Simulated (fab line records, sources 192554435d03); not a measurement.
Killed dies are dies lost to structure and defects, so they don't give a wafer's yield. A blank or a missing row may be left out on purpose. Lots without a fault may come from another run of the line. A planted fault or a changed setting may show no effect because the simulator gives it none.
Which tool did it? | flow n5_finfet | 7 lots, 21 wafers sampled, at 2 steps of a route of 1938

WHAT THE GAUGES READ, wafer by wafer
N5_PMOS_HMC_CHANNEL_EPI_OVL_MEAS_10.
lot  | measured    | on         | PMOS_HMC_BLK_OVL (nm)
L786 | day 1 23:05 | overlay-02 | 0.0 0.0 -0.9
L789 | day 2 18:36 | overlay-02 | -0.6 -1.0 -0.2
L791 | day 3 05:20 | overlay-01 | 1.6 0.1 0.3
L798 | day 4 23:28 | overlay-02 | - - -
L800 | day 5 11:36 | overlay-01 | - - -
L805 | day 6 17:59 | overlay-01 | 0.5 -0.2 0.4
L807 | day 7 05:27 | overlay-02 | -0.2 0.1 -0.1

WHICH TOOL RAN EACH LOT (tool, then ch and the chambers of the sampled wafers, then the start)
lot  | N5_PMOS_HMC_CHANNEL_EPI_DEVELOP_08
L786 | litho_track-04 ch 0, day 1 23:01
L789 | litho_track-04 ch 0, day 2 18:31
L791 | litho_track-02 ch 0, day 3 05:14
L798 | litho_track-01, day 4 23:23
L800 | litho_track-02, day 5 11:31
L805 | litho_track-01 ch 0, day 6 17:54
L807 | litho_track-02 ch 0, day 7 05:22
- N5_PMOS_HMC_CHANNEL_EPI_DEVELOP_08: develop time 30 s.

THE ANSWER, worked out from the rows above alone
Rule: what is usual is taken from the lots themselves. Put in order of their means at a reading, lots are off if they are a third of the lots or fewer, leave a main group of 4 or more, and stand apart from it by a gap of 3 or more times the standard deviation of the main group's means; of several such gaps the widest counts. A main group whose means are all the same, to the digits that the tables above print for the reading, isn't used. A lot without any number at a reading at which 4 lots or more have one is off too. The other lots that the step has rows for count as sound.
Off: L798, L800, at N5_PMOS_HMC_CHANNEL_EPI_OVL_MEAS_10 (PMOS_HMC_BLK_OVL). Without a number there: L798, L800. The main group: mean -0.0 nm, standard deviation 0.44.
A tool fits if, at a process step before that reading, it ran every lot that is off, and no sound lot after the first of them. The gauges at N5_PMOS_HMC_CHANNEL_EPI_OVL_MEAS_10 are tried like those tools. None of those tried fits.

WHAT THE SIMULATOR HAD PUT IN
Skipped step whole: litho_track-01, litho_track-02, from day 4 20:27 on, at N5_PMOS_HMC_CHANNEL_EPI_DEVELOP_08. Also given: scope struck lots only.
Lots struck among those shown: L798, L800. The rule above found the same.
